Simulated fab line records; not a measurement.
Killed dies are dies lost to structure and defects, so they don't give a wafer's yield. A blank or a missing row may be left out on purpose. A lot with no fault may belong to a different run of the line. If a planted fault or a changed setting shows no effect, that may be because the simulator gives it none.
A single fault, viewed from 3 desks ; flow n5Finfet ; what lay behind the numbers comes last; until then each desk has only its own

THE DEFECT DESK
Inspection counts along the route, by lot: the mean over sampled wafers that carry a number. Marked OUT: a lot whose mean sits more than 4 standard deviations from the usual mean, which makes it out of limits; the brackets give that distance.
Columns: A = rawDefectCount at N5_BEOL_M2_INSPECT_13, usual 426
lot;first seen here;A
L446;day 6 15:03;315
L451;day 7 23:53;304
L457;day 9 07:50;390
L467;day 11 17:44;420
L468;day 11 20:55;426
Finding of this desk: none of the 5 lots has anything out of limits.

THE METROLOGY DESK
What the gauges read for every lot (on any tool): the sampled wafers with a number, averaged. Marked OUT: a lot whose mean sits more than 4 standard deviations from the usual mean, which makes it out of limits; the brackets give that distance. Of its 12 readings 7 are shown: those that lie furthest out on some lot.
Columns: A = M2_OVL at N5_BEOL_M2_OVL_MEAS_12, usual -0.2 nm; B = DIBL_N at N5_BEOL_M4_RC_MEAS_101, usual 36.5 mV/V; C = DIBL_P at N5_BEOL_M4_RC_MEAS_101, usual 36.6 mV/V; D = IOFF_N at N5_BEOL_M4_RC_MEAS_101, usual 0.160 nA/um; E = ION_P at N5_BEOL_M4_RC_MEAS_101, usual 464 uA/um; F = SS_N at N5_BEOL_M4_RC_MEAS_101, usual 71.6 mV/dec; G = SS_P at N5_BEOL_M4_RC_MEAS_101, usual 73.4 mV/dec
lot;first seen here;A;B;C;D;E;F;G
L446;day 6 14:58;-0.0;37.5;36.8;0.163;467;71.6;73.1
L451;day 7 23:47;-0.2;36.8;37.5;0.179;462;71.2;73.6
L457;day 9 07:44;-0.2;39.1;39.5;0.189;453;72.5;74.5
L467;day 11 17:38;-0.8;36.0;35.8;0.153;472;71.5;73.3
L468;day 11 20:50;-1.4;36.2;39.1;0.170;462;71.8;73.4
Finding of this desk: none of the 5 lots has anything out of limits.

TOOL OWNER'S DESK, rieDiel-01
The tool's own readings at N5_BEOL_M2_DESCUM_16 (chemistry O2, time 7 s): means of the sampled wafers that have a number, for each lot that ran on this tool. Marked OUT: a lot whose mean sits more than 4 standard deviations from the usual mean, which makes it out of limits; the brackets give that distance.
Columns: A = drypumpMotorCurrentA at N5_BEOL_M2_DESCUM_16, usual 5.7 A; B = oesProductAu at N5_BEOL_M2_DESCUM_16, usual 0.79 a.u.; C = rfVppV at N5_BEOL_M2_DESCUM_16, usual 243.5 V; D = showerheadPlenumPTorr at N5_BEOL_M2_DESCUM_16, usual 2.11 Torr; E = throttleValvePct at N5_BEOL_M2_DESCUM_16, usual 20.42 %
lot;first seen here;A;B;C;D;E
L446;day 6 15:06;5.8;0.81;243.1;2.14;20.35
L457;day 9 07:53;5.9;0.79;245.2;2.20;20.29
Finding of this desk: none of the 2 lots has anything out of limits.

TAKEN TOGETHER
No out-of-limits result turned up at the defect desk.
Metrology desk: nothing out of limits seen.
The tool owner's desk saw nothing out of limits.

WHAT THE SIMULATOR HAD PUT IN
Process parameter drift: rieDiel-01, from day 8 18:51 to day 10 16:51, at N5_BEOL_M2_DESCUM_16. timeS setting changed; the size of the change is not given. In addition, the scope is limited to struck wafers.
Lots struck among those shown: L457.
